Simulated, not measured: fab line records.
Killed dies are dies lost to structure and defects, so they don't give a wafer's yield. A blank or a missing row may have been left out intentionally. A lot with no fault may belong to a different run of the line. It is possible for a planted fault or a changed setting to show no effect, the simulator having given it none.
Comparing a struck lot with a sound one ; flow n5-finfet ; 23 steps out of a route of 1938
Sound: these wafers, L612.1, L612.3, L612.6. Wafers struck: L607.1, L607.3, L607.6. The cause comes at the end.
At each step with rows: each side's tool, then ch and its chambers, then its first start. Under that, the readings that differ: sound wafers ; struck wafers ; difference of the means ; sigmas: that difference in standard deviations of wafers without a fault.
alike: words and numbers the same on both sides, and readings whose means are apart by under 2 such deviations; not compared: readings that were withheld, readings missing a value for some wafer, numbers with overlapping values and no deviation given by the record, and bounds like >300 which may hide the same value.
A row with sigmas, a row that says differs or no value, or rows on one side alone: a step with any of these is where the two part. Numbers that have no deviation but don't overlap get no sigmas and don't part them. A reading missing from all wafers of one side parts the sides only when that side holds two or more wafers.

first, 11 steps without rows for these wafers: N5_BEOL_M8_ETCH_62 (etches SOC in N2/H2, target depth 110 nm, overetch 22 nm, time 165 s); N5_BEOL_M8_STRIP_68 (strips in N2/H2); N5_BEOL_M8_STRIP_67 (strips in CF4); N5_BEOL_M8_HM_OPEN_17 (chemistry Cl2/BCl3, target TiN, target depth 20 nm, overetch 6 nm); N5_BEOL_M8_STRIP_19 (strips in O2); N5_BEOL_M8_COAT_63 (time 60 s, resist thk 60 nm); N5_BEOL_M8_COAT_64 (time 60 s, resist thk 12 nm); N5_BEOL_M8_COAT_71 (time 60 s, resist thk 5 nm); N5_BEOL_M8_COAT_22 (resist thk 30 nm); N5_BEOL_M8_EBR_24; N5_BEOL_M8_SOFTBAKE_23 (time 60 s).
N5_BEOL_M8_EXPOSE_25: exposes mask V7, target cd 40 nm.
  sound on euv-scanner-01 ch 0, day 14 06:56; struck on euv-scanner-02 ch 0, day 13 06:15
  alike: mask, reticle-temp-C
then, 2 steps without rows for these wafers: N5_BEOL_M8_PEB_26 (peb time 60 s); N5_BEOL_M8_DEVELOP_27 (develop time 30 s).
N5_BEOL_M8_DESCUM_33: chemistry O2, time 7 s.
  sound on rie-diel-03 ch 1,2, day 14 07:11; struck on rie-diel-03 ch 0,1,2, day 13 06:31
reading;sound;struck;difference;sigmas
model.BEOL_M8.cd-nm (nm);40 40 40;39.6 39.6 39.6;-0.4;
  alike: chamber-pressure-mTorr, drypump-motor-current-A, oes-product-au, rf-vpp-V, showerhead-plenum-p-Torr, throttle-valve-pct
  not compared: rf-hours-counter-h
then, 5 steps without rows for these wafers: N5_BEOL_M8_ETCH_72 (etches underlayer in N2/H2, target depth 6.5 nm, time 5.2 s); N5_BEOL_M8_ETCH_65 (etches SiARC in CF4, target depth 15.6 nm, time 26 s); N5_BEOL_M8_ETCH_66 (etches SOC in N2/H2, target depth 80 nm, overetch 16 nm, time 120 s); N5_BEOL_M8_STRIP_69 (strips in N2/H2); N5_BEOL_M8_STRIP_73 (strips in N2/H2).
N5_BEOL_M8_VIA_ETCH_34: etches SiCOH lowk in C4F6/O2, target depth 125.5 nm, time 50.5 s.
  sound on rie-diel-03 ch 1,2, day 14 07:22; struck on rie-diel-03 ch 0,1,2, day 13 06:41
reading;sound;struck;difference;sigmas
model.BEOL_M8.cd-nm (nm);40.4 40.2 40.2;40 39.6 39.8;+0;
  alike: chamber-pressure-mTorr, drypump-motor-current-A, oes-product-au, rf-vpp-V, showerhead-plenum-p-Torr, throttle-valve-pct
  not compared: rf-hours-counter-h
then, 1 step without rows for these wafers: N5_BEOL_M8_STRIP_76 (strips in C4F6/O2).
-- record jumps: 3 days separate the struck wafers' starts on either side; left off in module BEOL_M8, taken up again in module PASSIVATION, whose first shown step is the route's number 1936 --
N5_PASSIVATION_PROBE_49:
  the record has rows for the struck wafers here (prober-01, day 16 11:08) and none for the sound ones

== WHERE THEY PART ==
Only at N5_PASSIVATION_PROBE_49, as far as this record shows.

WHY: whatever the simulator had introduced
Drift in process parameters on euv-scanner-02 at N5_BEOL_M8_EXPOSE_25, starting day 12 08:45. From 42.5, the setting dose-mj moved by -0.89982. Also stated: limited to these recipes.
